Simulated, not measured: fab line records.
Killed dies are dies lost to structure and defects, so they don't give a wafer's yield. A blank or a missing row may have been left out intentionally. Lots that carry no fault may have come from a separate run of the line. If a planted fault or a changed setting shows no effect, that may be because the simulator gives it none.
What tool caused it? -- flow nand harc -- 10 lots, 29 wafers sampled, at 5 steps of a route of 1159

WHAT THE GAUGES READ, wafer by wafer
NHARC_END_SORT_01.
lot,measured,on,killed at array
L416,day 23 03:17,prober-01,14 582 14
L418,day 23 19:43,prober-01,29 578

TOOL THAT RAN EACH LOT (tool first, then ch and the chambers of the sampled wafers, then the start)
lot,NHARC_A_SGD_CUT_ETCH_58,NHARC_A_SGD_CUT_ETCH_59,NHARC_A_SGD_CUT_ETCH_15,NHARC_A_SGD_CUT_STRIP_28
L402,"rie diel-02 ch 0,2,3, day 13 04:18","rie diel-02 ch 0,2, no start","rie diel-02 ch 1,3, no start","rie diel-02 ch 0,1,2, no start"
L404,"rie diel-04 ch 0,1,2, day 14 07:18","rie diel-04 ch 1,2, no start","rie diel-04 ch 0,3, no start","rie diel-01 ch 1,2,3, no start"
L403,"rie diel-04 ch 2,3, day 14 07:40","rie diel-04 ch 0,2, no start","rie diel-04 ch 0,2,3, no start","rie diel-01 ch 0,1, no start"
L407,"rie diel-01 ch 1,2,3, day 14 16:08","rie diel-01 ch 0,1,2, day 14 23:20 or earlier","rie diel-01 ch 0,1,3, day 14 23:20 or earlier","rie diel-04 ch 1,2,3, day 14 23:20"
L405,"rie diel-04 ch 1,3, day 14 16:20","rie diel-04 ch 1,3, no start","rie diel-04 ch 2,3, no start","rie diel-01 ch 0,2,3, no start"
L412,"rie diel-02 ch 0,2,3, day 16 03:37","rie diel-02 ch 0,1, no start","rie diel-02 ch 1,2,3, no start","rie diel-04 ch 0,2,3, no start"
L416,"rie diel-02 ch 1,3, day 17 13:19","rie diel-02 ch 2,3, day 23 03:17 or earlier","rie diel-02 ch 1,2, day 23 03:17 or earlier","rie diel-02 ch 2,3, day 23 03:17 or earlier"
L418,"rie diel-02 ch 2,3, day 17 22:50","rie diel-02 ch 0,1, day 23 19:43 or earlier","rie diel-02 ch 0,2, day 23 19:43 or earlier","rie diel-01 ch 1,3, day 23 19:43 or earlier"
L421,"rie diel-01 ch 0,3, day 19 00:24","rie diel-01 ch 0,1,2, no start","rie diel-01 ch 0,1,2, no start","rie diel-01 ch 0,1, no start"
L424,"rie diel-04 ch 1,3, day 19 07:04","rie diel-04 ch 1,3, no start","rie diel-04 ch 1,3, no start","rie diel-01 ch 2,3, no start"
- NHARC_A_SGD_CUT_ETCH_58: etches the open film in CF4, target depth 39 nm, time 65 s.
- NHARC_A_SGD_CUT_ETCH_59: etches the open film in N2/H2, target depth 260 nm, time 406.25 s.
- NHARC_A_SGD_CUT_ETCH_15: etches the open film in CH3F/O2, target depth 75 nm, time 64.3 s.
- NHARC_A_SGD_CUT_STRIP_28: strips in O2, time 20 s.

THE ANSWER, worked out from the rows above alone
Rule: usual is defined by the lots themselves. The widest of any qualifying gaps counts: lots, ordered by their means at a reading, are off when they make up no more than a third of the lots, leave a main group of 4 or more, and stand apart from it by 3 or more times the standard deviation of that group's means. Not used: any main group whose means are identical at the precision the tables above print for the reading. A lot without any number at a reading at which 4 lots or more have one is off too. The other lots that the step has rows for count as sound.
No lot is off at any reading shown: from this, nothing can be told.

WHAT WAS PUT IN BY THE SIMULATOR
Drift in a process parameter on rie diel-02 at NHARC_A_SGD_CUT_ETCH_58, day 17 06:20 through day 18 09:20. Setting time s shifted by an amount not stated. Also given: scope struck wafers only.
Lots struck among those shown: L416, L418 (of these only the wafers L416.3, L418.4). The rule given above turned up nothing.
